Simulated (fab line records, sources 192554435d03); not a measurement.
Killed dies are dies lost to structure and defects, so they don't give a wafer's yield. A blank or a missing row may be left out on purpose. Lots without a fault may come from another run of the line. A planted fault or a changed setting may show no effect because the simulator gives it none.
Chamber matching | flow n5_finfet | N5_BEOL_M15_ETCH_59 on rie_diel-02: 4 sister chambers
The step etches BARC in N2/H2, target depth 89 nm, overetch 26.7 nm, time 67.9 s. 18 wafers are shown with their chamber, then 9 later ones without.

WAFERS WITH THEIR CHAMBER
wafer  | chamber | showerhead_plenum_p_Torr (Torr) | drypump_motor_current_A (A) | throttle_valve_pct (%)
L074.3 | 3       | 2.51                            | 6.15                        | 17.81
L074.4 | 1       | 2.67                            | 6.00                        | 17.51
L074.5 | 3       | 2.51                            | 6.16                        | 17.81
L080.1 | 2       | 2.53                            | 5.95                        | 17.78
L080.3 | 3       | 2.51                            | 6.11                        | 17.83
L080.5 | 3       | 2.50                            | 6.14                        | 17.83
L083.3 | 2       | 2.52                            | 5.98                        | 17.79
L083.5 | 3       | 2.50                            | 6.17                        | 17.85
L083.6 | 2       | 2.52                            | 5.97                        | 17.79
L086.1 | 2       | 2.52                            | 5.95                        | 17.80
L086.2 | 1       | 2.66                            | 5.97                        | 17.58
L086.5 | 2       | 2.52                            | 5.95                        | 17.80
L085.1 | 0       | 2.46                            | 5.46                        | 17.66
L085.3 | 2       | 2.52                            | 5.96                        | 17.79
L085.6 | 1       | 2.66                            | 6.01                        | 17.58
L088.1 | 1       | 2.66                            | 6.01                        | 17.58
L088.3 | 2       | 2.52                            | 5.93                        | 17.81
L088.6 | 1       | 2.66                            | 5.96                        | 17.59

SIGNATURES (means of the wafers above)
reading                  | chamber 0 | chamber 1 | chamber 2 | chamber 3 | scatter within a chamber
showerhead_plenum_p_Torr | 2.4600    | 2.6620    | 2.5214    | 2.5060    | 0.00452
drypump_motor_current_A  | 5.4600    | 5.9900    | 5.9557    | 6.1460    | 0.0205
throttle_valve_pct       | 17.6600   | 17.5680   | 17.7943   | 17.8260   | 0.0207
Rule: a wafer's distance from a chamber is the root of the sum, over the readings, of the square of ((its reading less the chamber's mean) divided by the reading's scatter). The wafer belongs to the nearest chamber; if the next one is less than 2 further off, it can't be placed. The scatter: the root of (the sum of the squares of (reading less its chamber's mean) over the shown wafers, divided by (wafers less chambers)).

WAFERS WITHOUT THEIR CHAMBER
wafer  | showerhead_plenum_p_Torr (Torr) | drypump_motor_current_A (A) | throttle_valve_pct (%)
L094.1 | 2.65                            | 5.98                        | 17.61
L094.3 | 2.49                            | 6.17                        | 17.87
L094.5 | 2.52                            | 5.97                        | 17.82
L093.3 | 2.49                            | 6.13                        | 17.86
L093.5 | 2.46                            | 5.52                        | 17.68
L093.6 | 2.49                            | 6.14                        | 17.88
L096.3 | 2.49                            | 6.14                        | 17.88
L096.5 | 2.49                            | 6.17                        | 17.89
L096.6 | 2.51                            | 5.99                        | 17.84

WHICH CHAMBER EACH WENT THROUGH
wafer  | from the rows above | in truth
L094.1 | 1                   | 1
L094.3 | 3                   | 3
L094.5 | 2                   | 2
L093.3 | 3                   | 3
L093.5 | 0                   | 0
L093.6 | 3                   | 3
L096.3 | 3                   | 3
L096.5 | 3                   | 3
L096.6 | 2                   | 2
Placed correctly: 9 of 9. Can't be placed from these rows: 0. Placed wrongly: 0.
